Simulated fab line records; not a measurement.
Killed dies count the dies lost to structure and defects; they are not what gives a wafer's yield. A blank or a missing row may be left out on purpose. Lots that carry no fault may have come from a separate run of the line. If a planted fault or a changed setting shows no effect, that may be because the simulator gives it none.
8D (eight disciplines) problem report, filled in by code    flow n5_finfet    the parts of the form that need people (team, actions taken, sign-off) are left out

1. WHAT WENT WRONG
MD_CAP_THK at N5_MOL_CONTACT_COAG_THK_MEAS_29 reads a mean of 18.23 nm on 2 wafers of 1 lot; wafers without a fault read 17.90 nm with a standard deviation of 0.073. Relative to the usual mean, that is a shift of +4.6 standard deviations.
First seen on wafer L861.1, day 8 04:00, on film_metro-01. Wafers with a number at this step in the record: 9, from 3 lots. Rule for "out" (also "out of limits"): further than 4 standard deviations from the usual mean. All remaining wafers that have a number are taken as sound.

2. WHAT THIS IS AND IS NOT
question                     is                is not
which readings at this step  MD_CAP_THK        -
which lots                   L861              L853, L869
which wafers of those lots   L861.1, L861.5    L861.6
read on which gauges         film_metro-01     film_metro-02
when                         from day 8 04:00  up to then (4 sound wafers); but 3 sound wafers of L869 came after

3. THE SUSPECTS, EACH WITH WHAT RULES IT OUT
Counting: any tool at a process step up to the reading remains a suspect provided it ran every lot that is out. Sound lots after the first of them don't rule it out here, since some wafers of a struck lot are sound.
- the gauge at N5_MOL_CONTACT_COAG_THK_MEAS_29 has been ruled out. All the wafers that are out were read on film_metro-01, but those of them that N5_MOL_CONTACT_COAG_CMP_23 has rows for are out there too, on other tools.
- cmp-01 at N5_MOL_CONTACT_COAG_CMP_23 (polishes, stops on SiO2, t overpolish 1.5 s, target thk 0 nm): kept. The lot that is out, L861, ran on it at day 8 01:21; the last sound lot it ran before that was L853, at day 5 22:43. Its own readings are out on those wafers: head_pressure_psi.
- cmp-02 at N5_MOL_CONTACT_COAG_CMP_28 (polishes, stops on SiNx, t overpolish 0.85 s, target thk 14.522 nm): kept. The lot that is out, L861, ran on it at day 8 03:47; the last sound lot it ran before that was L853, at day 6 01:11.
- Within cmp-01 at N5_MOL_CONTACT_COAG_CMP_23, the wafers that are out were processed in chamber 1 and their sound lot-mates in chamber 0.
- Within cmp-02 at N5_MOL_CONTACT_COAG_CMP_28: the wafers that are out ran in chambers 0, 1; their sound lot-mates ran in chamber 3.
After counting, cmp-01 at N5_MOL_CONTACT_COAG_CMP_23 and cmp-02 at N5_MOL_CONTACT_COAG_CMP_28 remain.

4. THE CAUSE (what the simulator had put in)
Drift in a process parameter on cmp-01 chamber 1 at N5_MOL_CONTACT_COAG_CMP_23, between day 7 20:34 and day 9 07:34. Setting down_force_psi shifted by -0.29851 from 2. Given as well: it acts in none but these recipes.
This tool is one of the 2 suspects left after counting.

5. THE EFFECT CHAIN, in route order
One row per reading whose mean, taken over the struck wafers that have a number, lies over 3 standard deviations from the usual. Readings are gone through only where the record gives a usual standard deviation; hours: the median, over the lots, of the time from a lot's start at the first step in this table giving one to that lot's start at this step; sigmas: the change measured in usual standard deviations.
hours  step                             reading            usual      on struck wafers  change  sigmas
0      N5_MOL_CONTACT_COAG_CMP_23       head_pressure_psi  2.000 psi  1.706             -0.294  -76
3      N5_MOL_CONTACT_COAG_THK_MEAS_29  MD_CAP_THK         17.90 nm   18.23             +0.34   +4.6
The process steps in it:
- N5_MOL_CONTACT_COAG_CMP_23: polishes, stops on SiO2, t overpolish 1.5 s, target thk 0 nm.
Later measuring or inspecting steps at which every struck wafer that the step has a row for has a number for every such reading, and none has moved that far: N5_BEOL_M4_RC_MEAS_101.

6. HOW IT WOULD HAVE BEEN CAUGHT EARLIER
7 hours passed between the start of the fault at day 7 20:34 and the first reading out of limits at a measuring or inspecting step in this record, taken at day 8 04:00.
Tool's own readings at N5_MOL_CONTACT_COAG_CMP_23, head_pressure_psi: out on all struck wafers the step has rows for; an alarm limit on them would have tripped on the first.
By day 8 04:00, every lot that is out (1) had started N5_MOL_CONTACT_COAG_CMP_23 on cmp-01. Tool hold at that time: it would have spared none of them.
